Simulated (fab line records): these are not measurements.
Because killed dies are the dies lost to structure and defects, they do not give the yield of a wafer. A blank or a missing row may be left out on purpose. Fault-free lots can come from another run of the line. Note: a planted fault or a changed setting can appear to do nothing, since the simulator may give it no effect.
Matching of chambers    flow n5Finfet    N5_BEOL_M5_DESCUM_16 on rieDiel-01: 4 sister chambers
The step chemistry O2, time 7 s. 8 wafers are shown with their chamber, then 7 later ones without.

## WAFERS WITH THEIR CHAMBER
wafer   chamber  showerheadPlenumPTorr (Torr)  drypumpMotorCurrentA (A)
L080.3  1        2.10                          5.6
L085.3  0        2.22                          5.8
L085.5  2        2.02                          4.9
L084.1  0        2.22                          5.8
L084.2  3        2.13                          5.5
L084.6  3        2.13                          5.5
L091.1  2        2.02                          4.9
L091.2  1        2.09                          5.7

## WAFERS WITH NO CHAMBER GIVEN
wafer   showerheadPlenumPTorr (Torr)  drypumpMotorCurrentA (A)
L091.3  2.13                          5.5
L092.2  2.21                          5.8
L092.4  2.02                          4.9
L092.5  2.21                          5.8
L094.1  2.09                          5.7
L094.3  2.21                          5.8
L094.4  2.12                          5.5

## THE CHAMBER EACH PASSED THROUGH
wafer   from the rows above  in truth
L091.3  3                    3
L092.2  0                    0
L092.4  2                    2
L092.5  0                    0
L094.1  1                    1
L094.3  0                    0
L094.4  3                    3
Placed correctly: 7 of 7. Number that these rows cannot place: 0. Placed wrongly: 0.
How it was worked out, from the rows above alone: a wafer's distance from a chamber is the root of the sum, over the readings, of the square of ((its reading less the chamber's mean) divided by the reading's scatter). If the next closest chamber is less than 2 further off than the closest, the wafer can't be placed; otherwise it belongs to the closest. For every chamber, the mean is computed from those of its wafers that are shown. The scatter is the square root of a quotient: the sum, over the shown wafers, of each reading's squared deviation from its chamber's mean, divided by wafers minus chambers.
